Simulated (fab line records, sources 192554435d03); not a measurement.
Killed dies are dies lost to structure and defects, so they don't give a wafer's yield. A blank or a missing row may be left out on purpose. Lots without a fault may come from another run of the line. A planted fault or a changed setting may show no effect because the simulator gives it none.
A struck lot beside a sound one | flow n5_finfet | 16 steps out of a route of 1938
Sound: wafers L654.2, L654.4, L654.6. Struck: wafer L667.2. (L667.3, L667.4 of the same lot were not struck and are left out.) The cause comes at the end.
At each step with rows: each side's tool, then ch and its chambers, then its first start. Under that, the readings that differ: sound wafers | struck wafers | difference of the means | sigmas: that difference in standard deviations of wafers without a fault.
alike: readings whose means differ by less than 2 such deviations, and words and numbers that are the same on both sides. not compared: withheld readings, readings that some wafer has no value for, bounds like >300 that may hide the same value, and numbers for which the record gives no deviation and whose values overlap.
The two part at a step that has a row with sigmas, a row that says differs or no value, or rows on one side only. Numbers that don't overlap but have no deviation are shown without sigmas and don't part them. A reading that every wafer of one side lacks parts them only if that side has two wafers or more.

first, 6 steps without rows for these wafers: N5_MOL_CONTACT_COAG_COAT_34 (resist thk 40 nm); N5_MOL_CONTACT_COAG_EBR_36; N5_MOL_CONTACT_COAG_SOFTBAKE_35 (time 60 s); N5_MOL_CONTACT_COAG_EXPOSE_37 (exposes mask VD, defocus 0 nm); N5_MOL_CONTACT_COAG_PEB_38 (peb time 60 s); N5_MOL_CONTACT_COAG_DEVELOP_39 (develop time 30 s).
N5_MOL_CONTACT_COAG_CD_MEAS_40: target cd 25.1 nm.
  sound on cd_sem-02 ch 0, day 6 04:37; struck on cd_sem-03 ch 0, day 8 14:26
  alike: cd_nm
N5_MOL_CONTACT_COAG_OVL_MEAS_41:
  sound on overlay-01 ch 0, day 6 04:39; struck on overlay-01 ch 0, day 8 14:28
  alike: VD_OVL
N5_MOL_CONTACT_COAG_INSPECT_42: inspects for defects (brightfield).
  sound on defect_inspect-02, day 6 04:42; struck on defect_inspect-02, day 8 14:31
  alike: raw_defect_count
N5_MOL_CONTACT_COAG_DESCUM_45: chemistry O2, time 7 s.
  sound on rie_diel-06 ch 1,2,3, day 6 04:44; struck on rie_diel-03 ch 3, day 8 14:33
  alike: drypump_motor_current_A, oes_product_au, rf_vpp_V, showerhead_plenum_p_Torr, throttle_valve_pct
  not compared: rf_hours_counter_h
N5_MOL_CONTACT_COAG_ETCH_65: etches underlayer in N2/H2, target depth 13 nm, time 10.4 s.
  sound on rie_diel-06 ch 1,2,3, day 6 04:47; struck on rie_diel-03 ch 3, day 8 14:35
  alike: bias_w, drypump_motor_current_A, etch_rf_on_time_s, oes_product_au, rf_vpp_V, showerhead_plenum_p_Torr, throttle_valve_pct
  not compared: rf_hours_counter_h
N5_MOL_CONTACT_COAG_ETCH_66: etches SiARC in CF4, target depth 13 nm, time 21.7 s.
  sound on rie_diel-06 ch 1,2,3, day 6 04:48; struck on rie_diel-03 ch 3, day 8 14:36
  reading      | sound             | struck | difference | sigmas
  rf_vpp_V (V) | 183.8 184.5 183.1 | 186.8  | +3.0       | +3
  alike: bias_w, drypump_motor_current_A, etch_rf_on_time_s, oes_product_au, showerhead_plenum_p_Torr, throttle_valve_pct
  not compared: rf_hours_counter_h
N5_MOL_CONTACT_COAG_ALD_133: deposits SiO2, target thk 5 nm, pulse time 1 s, co reactant pulse time 1 s.
  sound on ald_sin-01 ch 0,2,3, day 6 04:53; struck on ald_sin-03 ch 3, day 8 14:52
  reading              | sound              | struck | difference | sigmas
  susceptor_temp_C (C) | 99.94 99.81 100.10 | 97.62  | -2.33      | -19
  alike: heater_power_w, precursor_pulse_height_rel
N5_MOL_CONTACT_COAG_ETCHBACK_134: etches SiO2 in CHF3, target depth 10 nm, time 6.7 s.
  sound on rie_diel-06 ch 2,3, day 6 05:04; struck on rie_diel-05 ch 3, day 8 15:03
  reading                     | sound       | struck | difference | sigmas
  drypump_motor_current_A (A) | 4.9 4.7 4.8 | 6.1    | +1.3       | +2
  alike: bias_w, oes_product_au, rf_vpp_V, showerhead_plenum_p_Torr, throttle_valve_pct
  not compared: rf_hours_counter_h
-- the record jumps here: 3 days lie between the struck wafers' starts before and after (it left off in module MOL_CONTACT_COAG and takes up again in module BEOL_M4, whose first step shown is number 1111 of the route) --
N5_BEOL_M4_RC_MEAS_101:
  sound on prober-01 ch 0, day 8 17:44; struck on prober-01 ch 0, day 11 11:01
  alike: DIBL_N, DIBL_P, IOFF_N, IOFF_P, ION_N, ION_P, SS_N, SS_P, VT_N, VT_P
N5_PASSIVATION_PROBE_49:
  the record has rows for the sound wafers here (prober-02, day 13 01:46) and none for the struck ones

WHERE THEY PART
First at N5_MOL_CONTACT_COAG_ETCH_66; last, within this record, at N5_PASSIVATION_PROBE_49.

WHY: what the simulator had put in
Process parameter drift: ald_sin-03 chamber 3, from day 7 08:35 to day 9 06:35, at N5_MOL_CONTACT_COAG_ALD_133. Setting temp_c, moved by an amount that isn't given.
